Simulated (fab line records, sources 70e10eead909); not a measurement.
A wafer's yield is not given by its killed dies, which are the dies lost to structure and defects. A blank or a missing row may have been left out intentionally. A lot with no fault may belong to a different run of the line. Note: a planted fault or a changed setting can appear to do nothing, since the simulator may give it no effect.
What tool caused it? -- flow nand harc -- at 1 step of a route of 1302, 11 lots with 33 wafers sampled

== WHAT THE GAUGES READ, wafer by wafer ==
NHARC_P_CONTACT_INSPECT_14.
lot,measured,on,raw defect count
L075,day 6 05:56,defect inspect-01,2 4 9
L077,day 7 08:44,defect inspect-01,5 6 1
L079,day 8 03:31,defect inspect-01,7 5 7
L081,day 8 15:25,defect inspect-01,2 2 1
L082,day 9 11:45,defect inspect-01,3 4 1
L085,day 10 16:27,defect inspect-01,7 5 3
L088,day 11 22:52,defect inspect-02,1 1 3
L090,day 12 13:31,defect inspect-01,4 1 3
L092,day 13 05:22,defect inspect-01,3 4 4
L094,day 14 07:44,defect inspect-01,9 11 4
L096,day 15 01:26,defect inspect-01,5 5 6

== EACH LOT AND THE TOOL THAT RAN IT (in order: tool; ch and the chambers of the sampled wafers; start) ==
The record shows no process step preceding these readings.

== THE ANSWER, worked out from the rows above alone ==
Rule: what is usual is taken from the lots themselves. The widest of any qualifying gaps counts: lots, ordered by their means at a reading, are off when they make up no more than a third of the lots, leave a main group of 4 or more, and stand apart from it by 3 or more times the standard deviation of that group's means. A main group whose means are all the same, to the digits that the tables above print for the reading, isn't used. Also off: a lot with no number at a reading for which 4 or more lots have one. Any other lot the step has rows for is counted as sound.
Nothing can be told from this: no lot is off at any reading shown.

== WHAT WAS PUT IN BY THE SIMULATOR ==
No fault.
